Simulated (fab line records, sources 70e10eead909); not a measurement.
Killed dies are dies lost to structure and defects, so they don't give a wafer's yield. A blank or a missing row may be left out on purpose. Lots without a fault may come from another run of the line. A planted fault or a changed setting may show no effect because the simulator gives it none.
Chamber matching | flow nand_harc | NHARC_A_CHANNEL_FILL_D1_ALD_14 on ald_hk-01: 4 sister chambers
The step deposits SiO2, target thk 2.5 nm, pulse time 10 s, ald cycles 25. 4 wafers are shown with their chamber, then 11 later ones without.

WAFERS WITH THEIR CHAMBER
wafer  | chamber | heater_power_w (W)
L086.1 | 2       | 507
L088.3 | 0       | 397
L088.6 | 1       | 459
L085.1 | 3       | 443

WAFERS WITHOUT THEIR CHAMBER
wafer  | heater_power_w (W)
L085.4 | 474
L085.6 | 398
L089.1 | 436
L089.5 | 445
L089.6 | 398
L091.1 | 474
L091.3 | 398
L091.4 | 514
L093.1 | 477
L093.3 | 526
L093.4 | 443

WHICH CHAMBER EACH WENT THROUGH
wafer  | from the rows above          | in truth
L085.4 | can't be placed: 1 or 3 or 2 | 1
L085.6 | 0                            | 0
L089.1 | can't be placed: 3 or 1      | 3
L089.5 | can't be placed: 3 or 1      | 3
L089.6 | 0                            | 0
L091.1 | can't be placed: 1 or 3 or 2 | 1
L091.3 | 0                            | 0
L091.4 | 2                            | 2
L093.1 | can't be placed: 1 or 2 or 3 | 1
L093.3 | 2                            | 2
L093.4 | can't be placed: 3 or 1      | 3
Placed correctly: 5 of 11. Can't be placed from these rows: 6 (the true chamber is among the candidates in 6). Placed wrongly: 0.
How it was worked out, from the rows above alone: a wafer's distance from a chamber is the root of the sum, over the readings, of the square of ((its reading less the chamber's mean) divided by the reading's scatter). The wafer belongs to the nearest chamber; if the next one is less than 2 further off, it can't be placed. A chamber's mean is the mean of its shown wafers. The scatter: with one shown wafer a chamber, the root of the mean of the squares of how far each hidden wafer lies from its nearest shown one.
